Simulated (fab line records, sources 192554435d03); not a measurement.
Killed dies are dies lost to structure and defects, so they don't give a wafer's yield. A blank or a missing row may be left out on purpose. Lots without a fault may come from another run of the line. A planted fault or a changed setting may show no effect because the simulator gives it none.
Chamber matching | flow n5_finfet | N5_FIN_CUT_STRIP_24 on rie_diel-01: 4 sister chambers
The step strips in CF4. 4 wafers are shown with their chamber, then 9 later ones without.

WAFERS WITH THEIR CHAMBER
wafer  | chamber | drypump_motor_current_A (A)
L083.1 | 1       | 6.3
L083.4 | 2       | 6.8
L090.2 | 3       | 6.3
L090.5 | 0       | 5.1

WAFERS WITHOUT THEIR CHAMBER
wafer  | drypump_motor_current_A (A)
L092.2 | 6.8
L092.4 | 6.3
L092.5 | 6.8
L094.2 | 5.1
L094.3 | 6.3
L094.5 | 6.2
L097.3 | 6.8
L097.4 | 6.8
L097.6 | 5.1

WHICH CHAMBER EACH WENT THROUGH
wafer  | from the rows above     | in truth
L092.2 | 2                       | 2
L092.4 | can't be placed: 1 or 3 | 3
L092.5 | 2                       | 2
L094.2 | 0                       | 0
L094.3 | can't be placed: 1 or 3 | 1
L094.5 | can't be placed: 1 or 3 | 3
L097.3 | 2                       | 2
L097.4 | 2                       | 2
L097.6 | 0                       | 0
Placed correctly: 6 of 9. Can't be placed from these rows: 3 (the true chamber is among the candidates in 3). Placed wrongly: 0.
How it was worked out, from the rows above alone: a wafer's distance from a chamber is the root of the sum, over the readings, of the square of ((its reading less the chamber's mean) divided by the reading's scatter). The wafer belongs to the nearest chamber; if the next one is less than 2 further off, it can't be placed. A chamber's mean is the mean of its shown wafers. The scatter: with one shown wafer a chamber, the root of the mean of the squares of how far each hidden wafer lies from its nearest shown one.
